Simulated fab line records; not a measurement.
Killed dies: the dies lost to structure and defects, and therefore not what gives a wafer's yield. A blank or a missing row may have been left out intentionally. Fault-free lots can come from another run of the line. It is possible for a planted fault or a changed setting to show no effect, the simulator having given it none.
Chamber matching	flow n5-finfet	N5_BEOL_M14_STRIP_37 on rie-diel-06 has 4 sister chambers
The step strips in O2. 8 wafers are shown with their chamber, then 8 later ones without.

## WAFERS WITH THEIR CHAMBER
wafer	chamber	showerhead-plenum-p-Torr (Torr)	throttle-valve-pct (%)
L074.5	3	1.99	16.78
L081.1	3	1.98	16.82
L081.2	0	2.17	17.23
L081.6	0	2.17	17.24
L085.2	1	2.03	16.43
L085.5	2	2.13	16.88
L085.6	1	2.03	16.46
L086.1	2	2.13	16.83

## WAFERS MISSING THEIR CHAMBER
wafer	showerhead-plenum-p-Torr (Torr)	throttle-valve-pct (%)
L086.3	2.03	16.43
L086.5	1.98	16.82
L093.2	2.02	16.46
L093.3	1.97	16.86
L093.4	2.16	16.76
L095.2	2.02	16.51
L095.5	2.12	16.39
L095.6	2.16	16.72

## THE CHAMBER EACH PASSED THROUGH
wafer	from the rows above	in truth
L086.3	1	1
L086.5	3	3
L093.2	1	1
L093.3	3	3
L093.4	2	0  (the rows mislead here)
L095.2	1	1
L095.5	2	2
L095.6	2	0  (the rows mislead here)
Correctly placed: 6 of 8. Not placeable from these rows: 0. Placed wrongly: 2.
How it was worked out, from the rows above alone: a wafer's distance from a chamber is the root of the sum, over the readings, of the square of ((its reading less the chamber's mean) divided by the reading's scatter). If the next closest chamber is less than 2 further off than the closest, the wafer can't be placed; otherwise it belongs to the closest. For every chamber, the mean is computed from those of its wafers that are shown. The scatter: take each reading less its chamber's mean, square it, sum over the shown wafers, divide by the number of wafers less the number of chambers, and take the root.
